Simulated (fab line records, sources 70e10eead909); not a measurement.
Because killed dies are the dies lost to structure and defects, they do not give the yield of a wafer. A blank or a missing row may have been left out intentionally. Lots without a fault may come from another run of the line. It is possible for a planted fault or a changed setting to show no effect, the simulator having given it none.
fab line records ; flow nand-harc
record: lots: 15; wafers: 43; last-day: 34
route steps=1302 shown P_CONTACT@230
lots that met no fault: from a run of the same line without faults
start-h: the number of hours between the record's first day and the start of the first shown wafer of the lot ; wait-h: hours from the lot's prior step to this one ; " same as the row above ; L1.1+2: several wafers, shown together as one row ; - no value, or no start was given ; * or withheld: withheld ; < > ~ a bound
route shown NAME@n: NAME is a module with steps in the file, n the number in the route of the first one ; usual: average and standard deviation across the fault-free wafers ; same: alike in all rows ; chamber/n: place in a boat ; sites: each site's reading ; _std_site: standard deviation across them ; _edge_site: outer sites' mean less inner sites' ; radius-mm: for every site, how far away it sits from the centre of the wafer ; mask NAME#n: copy n ; behind: the tool/chamber that last shaped the wafer ; hold: cause of the lot's hold/its duration in hours/its outcome ; device: the transistor (n, p or np) that didn't switch ; end of line: the route-end tests of the same wafers ; a step given without rows: its recipe and nothing more ; killed: the dies lost at the first sort to structure and to defects; this is not the yield of the wafer ; map: dies across one wafer; x = killed, . = not, _ = none there
set.NAME: the run value of the setting; set.NAME@STEP: its run value at that earlier step ; model.NAME: the simulator's own value behind a step, which no gauge read
the route's steps for a sample of lots (tables are steps, rows are wafers)
services: a tool's chamber out of use, with start hour (start-h, from the record's first day; less than 0 if before it), hours out, and reason
== steps ==
step: NHARC_P_CONTACT_PEB_10
recipe: peb-temp-c: 100; peb-time-s: 65
usual: plate-temp-C: 100.01/0.14
lot.wafer;tool;chamber;start-h;wait-h;plate-temp-C
L911.2;litho-track-01;0;121.32;0.1;100.08
L911.3;litho-track-01;0;121.32;0.1;99.78
L911.6;litho-track-01;0;121.32;0.1;99.84
L912.2;litho-track-04;0;123.86;0.1;99.89
L912.5;litho-track-04;0;123.86;0.1;99.73
L912.6;litho-track-04;0;123.86;0.1;100.00
L919.1;litho-track-01;0;194.62;0.1;99.90
L919.5;litho-track-01;0;194.62;0.1;99.73
L920.1;litho-track-01;0;201.52;0.1;100.00
L920.3;litho-track-01;0;201.52;0.1;100.07
L920.6;litho-track-01;0;201.52;0.1;100.15
L921.3;litho-track-01;0;213.59;0.0;100.07
L921.6;litho-track-01;0;213.59;0.0;100.00
L923.1;litho-track-04;0;234.96;0.1;100.05
L923.2;litho-track-04;0;234.96;0.1;100.01
L923.6;litho-track-04;0;234.96;0.1;99.86
L924.2;litho-track-06;0;262.88;0.1;100.16
L924.5;litho-track-06;0;262.88;0.1;100.02
L924.6;litho-track-06;0;262.88;0.1;100.08
L927.3;litho-track-06;0;273.60;0.0;100.19
L927.4;litho-track-06;0;273.60;0.0;100.02
L927.6;litho-track-06;0;273.60;0.0;100.06
L928.2;litho-track-06;0;285.52;0.1;100.21
L928.5;litho-track-06;0;285.52;0.1;100.05
L928.6;litho-track-06;0;285.52;0.1;99.95
L929.1;litho-track-01;0;297.61;0.1;99.99
L929.5;litho-track-01;0;297.61;0.1;99.90
L929.6;litho-track-01;0;297.61;0.1;100.21
L930.1;litho-track-01;0;305.90;0.1;100.08
L930.3;litho-track-01;0;305.90;0.1;100.29
L930.6;litho-track-01;0;305.90;0.1;100.16
L931.1;litho-track-04;0;332.76;0.1;99.91
L931.3;litho-track-04;0;332.76;0.1;99.94
L931.4;litho-track-04;0;332.76;0.1;99.99
L932.1;litho-track-01;0;337.97;0.1;99.92
L932.2;litho-track-01;0;337.97;0.1;100.06
L932.3;litho-track-01;0;337.97;0.1;99.87
L933.3;litho-track-04;0;339.40;0.0;99.72
L933.4;litho-track-04;0;339.40;0.0;99.80
L933.5;litho-track-04;0;339.40;0.0;99.88
L934.1;litho-track-01;0;358.21;0.1;99.99
L934.5;litho-track-01;0;358.21;0.1;99.85
L934.6;litho-track-01;0;358.21;0.1;100.01
step: NHARC_P_CONTACT_CD_MEAS_12
recipe: target-cd-nm: 90; landing-energy-ev: 500
usual: cd-nm: 89.9/0.66
lot.wafer;tool;chamber;start-h;wait-h;cd-nm
L911.2;cd-sem-02;0;121.40;-;88.9
L911.3;cd-sem-02;0;121.40;-;90.4
L911.6;cd-sem-02;0;121.40;-;90.4
L912.2;cd-sem-02;0;123.94;-;88.7
L912.5;cd-sem-02;0;123.94;-;88.5
L912.6;cd-sem-02;0;123.94;-;89.5
L919.1;cd-sem-03;0;194.70;-;89.5
L919.5;cd-sem-03;0;194.70;-;102.8
L920.1;cd-sem-03;0;201.60;-;89.5
L920.3;cd-sem-03;0;201.60;-;102.7
L920.6;cd-sem-03;0;201.60;-;90.5
L921.3;cd-sem-01;0;213.67;-;101.2
L921.6;cd-sem-01;0;213.67;-;88.7
L923.1;cd-sem-01;0;235.04;-;88.7
L923.2;cd-sem-01;0;235.04;-;89.8
L923.6;cd-sem-01;0;235.04;-;89.6
L924.2;cd-sem-03;0;262.96;-;89.9
L924.5;cd-sem-03;0;262.96;-;90.4
L924.6;cd-sem-03;0;262.96;-;89.7
L927.3;cd-sem-03;0;273.68;-;91.2
L927.4;cd-sem-03;0;273.68;-;91.8
L927.6;cd-sem-03;0;273.68;-;91.1
L928.2;cd-sem-03;0;285.60;-;90.7
L928.5;cd-sem-03;0;285.60;-;90.2
L928.6;cd-sem-03;0;285.60;-;89.1
L929.1;cd-sem-03;0;297.69;-;89.3
L929.5;cd-sem-03;0;297.69;-;89.3
L929.6;cd-sem-03;0;297.69;-;90.5
L930.1;cd-sem-01;0;305.98;-;89.8
L930.3;cd-sem-01;0;305.98;-;90.6
L930.6;cd-sem-01;0;305.98;-;90.8
L931.1;cd-sem-03;0;332.84;-;89.8
L931.3;cd-sem-03;0;332.84;-;89.7
L931.4;cd-sem-03;0;332.84;-;90.1
L932.1;cd-sem-01;0;338.05;-;89.9
L932.2;cd-sem-01;0;338.05;-;89.6
L932.3;cd-sem-01;0;338.05;-;91.1
L933.3;cd-sem-03;0;339.48;-;89.7
L933.4;cd-sem-03;0;339.48;-;88.7
L933.5;cd-sem-03;0;339.48;-;89.6
L934.1;cd-sem-01;0;358.29;-;89.9
L934.5;cd-sem-01;0;358.29;-;90.6
L934.6;cd-sem-01;0;358.29;-;89.6
step: NHARC_P_CONTACT_DESCUM_17
recipe: time-s: 3; o2-flow-sccm: 200; ar-flow-sccm: 0; bias-power-w: 0; chemistry: O2
usual: drypump-motor-current-A: 5.7/0.31; oes-product-au: 0.999/0.0084; rf-vpp-V: 57.7/0.87; showerhead-plenum-p-Torr: 1.88/0.07; throttle-valve-pct: 11.311/0.0092
lot.wafer;tool;chamber;start-h;wait-h;drypump-motor-current-A;oes-product-au;rf-hours-counter-h;rf-vpp-V;showerhead-plenum-p-Torr;throttle-valve-pct
L911.2;rie-diel-03;0;121.58;0.1;5.4;1.002;0.0;57.4;1.82;11.314
L911.3;rie-diel-03;2;121.58;0.1;6.0;1.006;0.0;58.3;1.90;11.321
L911.6;rie-diel-03;1;121.58;0.1;5.6;0.986;-;57.8;1.86;11.310
L912.2;rie-diel-12;3;124.13;0.1;6.3;0.994;0.9;57.7;1.81;11.299
L912.5;rie-diel-12;2;124.13;0.1;5.2;0.993;-;58.1;2.00;11.303
L912.6;rie-diel-12;3;124.13;0.1;6.3;0.987;-;58.1;1.81;11.307
L919.1;rie-diel-03;2;194.90;0.1;6.0;1.003;1.6;58.8;1.90;11.320
L919.5;rie-diel-03;0;194.90;0.1;5.4;1.008;-;57.8;1.82;11.306
L920.3;rie-diel-03;1;201.79;0.1;5.6;0.997;2.4;58.1;1.86;11.331
L920.1;rie-diel-03;2;201.79;0.1;6.0;1.007;2.1;57.1;1.90;11.317
L920.6;rie-diel-03;1;201.79;0.1;5.6;0.989;-;57.4;1.86;11.309
L921.3;rie-diel-03;3;213.85;0.1;5.7;0.993;2.6;56.3;1.79;11.314
L921.6;rie-diel-03;0;213.85;0.1;5.4;1.014;-;55.4;1.82;11.307
L923.2;rie-diel-03;3;235.22;0.1;5.6;1.008;3.3;57.0;1.79;11.314
L923.1;rie-diel-03;1;235.22;0.1;5.6;1.000;3.4;56.9;1.86;11.316
L923.6;rie-diel-03;3;235.22;0.1;5.7;1.001;-;56.1;1.79;11.309
L924.2;rie-diel-03;3;263.14;0.1;5.7;1.001;4.2;57.4;1.79;11.307
L924.5;rie-diel-03;3;263.14;0.1;5.7;0.994;-;57.5;1.79;11.298
L924.6;rie-diel-03;0;263.14;0.1;5.4;1.006;-;56.3;1.82;11.316
L927.3;rie-diel-03;3;273.88;0.1;5.7;0.985;4.9;58.3;1.79;11.319
L927.4;rie-diel-03;0;273.88;0.1;5.4;0.998;5.4;57.4;1.82;11.313
L927.6;rie-diel-03;1;273.88;0.1;5.6;0.993;-;57.5;1.86;11.324
L928.2;rie-diel-13;2;285.79;0.1;5.6;0.996;2.5;57.9;1.81;11.320
L928.6;rie-diel-13;1;285.79;0.1;5.7;1.003;-;57.4;1.91;11.307
L928.5;rie-diel-13;2;285.79;0.1;5.6;0.986;-;57.0;1.81;11.314
L929.1;rie-diel-12;2;297.89;0.1;5.2;1.003;0.5;59.3;2.00;11.300
L929.6;rie-diel-12;0;297.89;0.1;5.4;1.007;-;59.3;1.89;11.299
L929.5;rie-diel-12;1;297.89;0.1;5.2;1.005;-;57.1;2.00;11.328
L930.1;rie-diel-03;1;306.18;0.1;5.6;0.995;0.3;58.4;1.86;11.314
L930.3;rie-diel-03;2;306.18;0.1;6.0;0.993;0.3;57.9;1.90;11.316
L930.6;rie-diel-03;0;306.18;0.1;5.4;1.009;-;58.3;1.82;11.291
L931.3;rie-diel-12;0;333.04;0.1;5.4;1.005;2.2;58.8;1.89;11.303
L931.1;rie-diel-12;1;333.04;0.1;5.2;1.007;1.9;58.5;2.00;11.316
L931.4;rie-diel-12;2;333.04;0.1;5.2;1.008;2.4;58.0;2.00;11.306
L932.3;rie-diel-13;3;338.23;0.1;6.0;1.015;4.0;58.3;1.98;11.317
L932.1;rie-diel-13;1;338.23;0.1;5.7;1.011;3.8;56.3;1.91;11.315
L932.2;rie-diel-13;2;338.23;0.1;5.6;0.999;3.5;58.3;1.81;11.307
L933.3;rie-diel-13;1;339.67;0.1;5.7;0.996;4.2;58.6;1.91;11.310
L933.4;rie-diel-13;2;339.67;0.1;5.6;1.001;4.0;58.6;1.81;11.305
L933.5;rie-diel-13;0;339.67;0.1;6.0;1.005;-;57.6;1.91;11.324
L934.1;rie-diel-12;2;358.50;0.1;5.3;1.009;4.0;57.1;2.00;11.303
L934.5;rie-diel-12;3;358.50;0.1;6.3;0.978;-;56.5;1.81;11.309
L934.6;rie-diel-12;0;358.50;0.1;5.4;0.994;-;58.0;1.89;11.321
step: NHARC_P_CONTACT_ETCH_36
recipe: target-depth-a: 2600; over-etch-frac: 0.25; time-s: 406.25; ion-energy-ev: 200; n2-flow-sccm: 150; h2-flow-sccm: 150; ar-flow-sccm: 0; rf-w: 400; bias-w: 150; chemistry: N2/H2
usual: drypump-motor-current-A: 5.7/0.31; oes-product-au: 1.001/0.0091; rf-vpp-V: 429.7/2.3; showerhead-plenum-p-Torr: 2.01/0.076; throttle-valve-pct: 14.173/0.0089
lot.wafer;tool;chamber;start-h;wait-h;drypump-motor-current-A;oes-product-au;rf-hours-counter-h;rf-vpp-V;showerhead-plenum-p-Torr;throttle-valve-pct
L911.2;rie-diel-03;2;-;-;6.0;1.012;0.1;431.1;2.03;14.183
L911.3;rie-diel-03;3;-;-;5.6;0.998;0.1;425.2;1.91;14.170
L911.6;rie-diel-03;1;-;-;5.6;0.999;-;429.8;1.98;14.168
L912.2;rie-diel-12;1;-;-;5.2;1.003;1.2;433.7;2.14;14.176
L912.6;rie-diel-12;3;-;-;6.3;0.988;-;427.6;1.93;14.177
L912.5;rie-diel-12;0;-;-;5.4;1.006;-;431.3;2.02;14.159
L919.1;rie-diel-03;1;-;-;5.6;1.000;2.1;429.5;1.98;14.182
L919.5;rie-diel-03;1;-;-;5.6;0.988;-;427.0;1.98;14.178
L920.3;rie-diel-03;0;-;-;5.4;1.014;2.6;428.1;1.93;14.161
L920.1;rie-diel-03;1;-;-;5.6;0.993;2.5;428.9;1.98;14.168
L920.6;rie-diel-03;2;-;-;6.0;1.017;-;430.7;2.03;14.158
L921.3;rie-diel-03;2;-;-;6.0;1.011;2.7;431.5;2.03;14.172
L921.6;rie-diel-03;0;-;-;5.4;1.022;-;427.9;1.93;14.179
L923.1;rie-diel-03;0;-;-;5.4;1.019;3.8;428.3;1.93;14.171
L923.2;rie-diel-03;1;-;-;5.6;0.997;3.5;429.3;1.98;14.177
L923.6;rie-diel-03;0;-;-;5.4;1.013;-;427.0;1.93;14.172
L924.2;rie-diel-03;2;-;-;6.0;0.996;3.5;430.8;2.03;14.165
L924.5;rie-diel-03;0;-;-;5.4;1.007;-;427.5;1.93;14.184
L924.6;rie-diel-03;1;-;-;5.6;0.987;-;427.9;1.98;14.177
L927.3;rie-diel-03;1;-;-;5.6;0.992;5.2;429.8;1.98;14.183
L927.4;rie-diel-03;2;-;-;6.0;1.009;4.3;430.0;2.03;14.173
L927.6;rie-diel-03;3;-;-;5.7;0.995;-;427.1;1.91;14.156
L928.2;rie-diel-13;3;-;-;6.0;0.997;2.8;433.3;2.11;14.183
L928.6;rie-diel-13;3;-;-;6.0;1.010;-;431.9;2.11;14.171
L928.5;rie-diel-13;0;-;-;6.0;1.003;-;429.5;2.04;14.170
L929.1;rie-diel-12;3;-;-;6.3;0.990;0.6;426.5;1.92;14.167
L929.5;rie-diel-12;3;-;-;6.3;0.987;-;428.9;1.92;14.162
L929.6;rie-diel-12;0;-;-;5.5;1.003;-;430.4;2.02;14.163
L930.3;rie-diel-03;3;-;-;5.7;1.003;0.3;427.0;1.91;14.157
L930.1;rie-diel-03;0;-;-;5.4;1.010;0.4;427.5;1.93;14.178
L930.6;rie-diel-03;1;-;-;5.6;1.001;-;428.9;1.98;14.164
L931.4;rie-diel-12;0;-;-;5.4;0.992;2.3;429.7;2.02;14.176
L931.1;rie-diel-12;2;-;-;5.2;1.013;2.4;434.8;2.13;14.184
L931.3;rie-diel-12;3;-;-;6.2;0.999;2.9;426.8;1.92;14.181
L932.1;rie-diel-13;1;-;-;5.7;1.009;3.9;430.7;2.04;14.184
L932.2;rie-diel-13;3;-;-;6.0;1.007;4.0;433.6;2.11;14.172
L932.3;rie-diel-13;0;-;-;6.0;1.016;4.3;430.6;2.04;14.179
L933.3;rie-diel-13;3;-;-;6.0;1.006;4.3;433.0;2.11;14.175
L933.4;rie-diel-13;2;-;-;5.6;1.002;4.1;428.7;1.92;14.180
L933.5;rie-diel-13;0;-;-;6.0;1.014;-;430.7;2.04;14.172
L934.1;rie-diel-12;2;-;-;5.2;1.012;4.1;434.2;2.13;14.191
L934.6;rie-diel-12;0;-;-;5.4;0.997;-;431.1;2.02;14.157
L934.5;rie-diel-12;1;-;-;5.2;0.985;-;432.1;2.14;14.182
step: NHARC_P_CONTACT_STRIP_28
recipe: o2-flow-sccm: 500; ar-flow-sccm: 0; bias-w: 0; chemistry: O2
usual: drypump-motor-current-A: 5.7/0.37; oes-product-au: 0.997/0.01; rf-vpp-V: 57.8/0.79; showerhead-plenum-p-Torr: 3.51/0.13; throttle-valve-pct: 17.036/0.0095
lot.wafer;tool;chamber;start-h;wait-h;drypump-motor-current-A;oes-product-au;rf-hours-counter-h;rf-vpp-V;showerhead-plenum-p-Torr;throttle-valve-pct
L911.3;rie-diel-13;0;122.53;0.1;6.0;1.003;3.5;58.7;3.53;17.036
L911.2;rie-diel-13;3;122.53;0.1;6.0;1.008;2.9;58.1;3.64;17.028
L911.6;rie-diel-13;1;122.53;0.1;5.7;0.986;-;57.5;3.53;17.038
L912.2;rie-diel-03;3;125.56;0.1;5.7;1.005;0.3;57.8;3.32;17.041
L912.5;rie-diel-03;1;125.56;0.1;5.6;0.985;-;57.2;3.44;17.037
L912.6;rie-diel-03;2;125.56;0.1;6.1;1.002;-;57.4;3.51;17.041
L919.1;rie-diel-12;1;195.89;0.1;5.2;1.008;3.8;58.6;3.69;17.036
L919.5;rie-diel-12;3;195.89;0.1;6.3;0.976;-;58.5;3.35;17.033
L920.3;rie-diel-12;0;202.73;0.1;5.5;0.996;5.2;56.6;3.50;17.047
L920.1;rie-diel-12;1;202.73;0.1;5.2;1.002;3.9;58.6;3.69;17.029
L920.6;rie-diel-12;0;202.73;0.1;5.5;0.987;-;57.5;3.50;17.048
L921.3;rie-diel-12;1;214.79;0.1;5.2;0.999;4.5;59.2;3.69;17.015
L921.6;rie-diel-12;1;214.79;0.1;5.2;1.005;-;58.6;3.69;17.040
L923.2;rie-diel-12;1;236.82;0.1;5.2;1.004;5.8;57.8;3.69;17.055
L923.1;rie-diel-12;3;236.82;0.1;6.3;0.982;6.8;57.6;3.35;17.029
L923.6;rie-diel-12;0;236.82;0.1;5.4;0.995;-;57.6;3.49;17.044
L924.2;rie-diel-12;3;264.11;0.1;6.3;0.974;8.9;57.5;3.35;17.045
L924.6;rie-diel-12;2;264.11;0.1;5.3;0.992;-;58.9;3.68;17.037
L924.5;rie-diel-12;3;264.11;0.1;6.3;0.977;-;57.5;3.35;17.030
L927.3;rie-diel-03;3;274.82;0.1;5.7;0.986;5.3;57.5;3.32;17.028
L927.4;rie-diel-03;1;274.82;0.1;5.6;0.989;5.5;57.6;3.44;17.041
L927.6;rie-diel-03;3;274.82;0.1;5.7;0.982;-;57.7;3.32;17.044
L928.2;rie-diel-12;1;286.77;0.1;5.2;0.994;0.2;57.3;3.69;17.031
L928.6;rie-diel-12;2;286.77;0.1;5.2;1.005;-;57.5;3.68;17.036
L928.5;rie-diel-12;3;286.77;0.1;6.3;0.990;-;56.5;3.35;17.040
L929.1;rie-diel-13;1;298.84;0.1;5.7;0.995;3.1;58.9;3.53;17.032
L929.6;rie-diel-13;0;298.84;0.1;6.0;1.004;-;57.9;3.53;17.030
L929.5;rie-diel-13;1;298.84;0.1;5.7;0.992;-;58.0;3.53;17.045
L930.1;rie-diel-13;2;307.12;0.1;5.6;0.983;3.0;56.9;3.34;17.026
L930.3;rie-diel-13;0;307.12;0.1;6.1;1.012;3.6;57.9;3.53;17.037
L930.6;rie-diel-13;3;307.12;0.1;6.0;1.005;-;57.2;3.64;17.034
L931.1;rie-diel-12;2;333.97;0.1;5.3;1.007;2.7;59.6;3.68;17.039
L931.3;rie-diel-12;0;333.97;0.1;5.4;0.999;2.6;57.6;3.49;17.022
L931.4;rie-diel-12;1;333.97;0.1;5.2;0.997;2.3;58.1;3.68;17.040
L932.1;rie-diel-13;3;339.18;0.1;6.0;1.011;4.2;57.3;3.64;17.046
L932.2;rie-diel-13;0;339.18;0.1;6.0;1.015;4.4;57.6;3.53;17.021
L932.3;rie-diel-13;2;339.18;0.1;5.6;1.003;4.0;56.7;3.34;17.045
L933.3;rie-diel-03;3;340.62;0.1;5.7;0.996;1.1;56.5;3.32;17.040
L933.4;rie-diel-03;0;340.62;0.1;5.4;0.997;1.1;57.9;3.36;17.035
L933.5;rie-diel-03;3;340.62;0.1;5.6;1.007;-;57.8;3.32;17.034
L934.1;rie-diel-03;3;359.47;0.1;5.7;1.008;1.7;57.7;3.32;17.028
L934.6;rie-diel-03;0;359.47;0.1;5.4;1.003;-;57.4;3.36;17.026
L934.5;rie-diel-03;1;359.47;0.1;5.7;0.982;-;59.7;3.43;17.037
== services ==
tool;chamber;start-h;hours;kind
rie-diel-12;1;99.28;2.2;repair
rie-diel-03;-;104.30;9.0;pm
rie-diel-03;0;104.30;9.0;vent-cycle
rie-diel-03;1;104.30;9.0;vent-cycle
rie-diel-03;-;126.75;0.5;repair
rie-diel-03;3;130.27;6.3;repair
rie-diel-12;1;138.42;13.1;repair
litho-track-01;-;155.00;7.0;pm
rie-diel-12;2;156.64;13.4;repair
rie-diel-13;-;165.00;9.0;pm
litho-track-06;-;179.00;7.0;pm
litho-track-04;-;203.00;7.0;pm
rie-diel-03;2;234.11;5.2;repair
rie-diel-03;2;244.72;2.7;repair
rie-diel-12;0;248.93;30.6;repair
rie-diel-12;3;267.11;12.1;repair
rie-diel-12;-;268.57;9.0;pm
rie-diel-03;-;281.30;9.0;pm
rie-diel-12;2;300.75;1.2;repair
rie-diel-12;2;316.86;4.9;repair
litho-track-01;-;330.00;7.0;pm
rie-diel-13;-;342.00;9.0;pm
rie-diel-03;2;348.50;3.1;repair
litho-track-06;-;354.00;7.0;pm
== key ==
first-sign: step: NHARC_P_CONTACT_CD_MEAS_12; reading: cd-nm; direction: up; sigmas: 19; usual: 89.9; struck: 102.3
effect none on later readings
met-at NHARC_P_CONTACT_PEB_10
struck-lots L919,L920,L921
struck-wafers L919.5,L920.3,L921.3
sort-left-out L919.5,L920.3,L921.3
tester-left-out L919,L920,L921
not-acting-at NHARC_P_CONTACT_DESCUM_17,NHARC_P_CONTACT_ETCH_36,NHARC_P_CONTACT_STRIP_28
onset-between 121.32 194.62
fault: kind: process-parameter-drift; tool: litho-track-01; chamber: -; onset-h: 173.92; steps: NHARC_P_CONTACT_PEB_10; channel: peb-time-s; offset: *; shape: step; end-h: 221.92; scope: struck-wafers-only; acts-in: *; stated: *
tester-left-out: of these lots the tester's yield and bins aren't shown, on N5 and GAA mostly nor the transistor test; their killed dies are dies lost to structure and defects alone, not to doping, threshold or leakage, so they don't give the yield
sort-left-out: the simulated sort isn't trusted on such a fault, so these wafers' sort isn't shown, and their yield isn't known
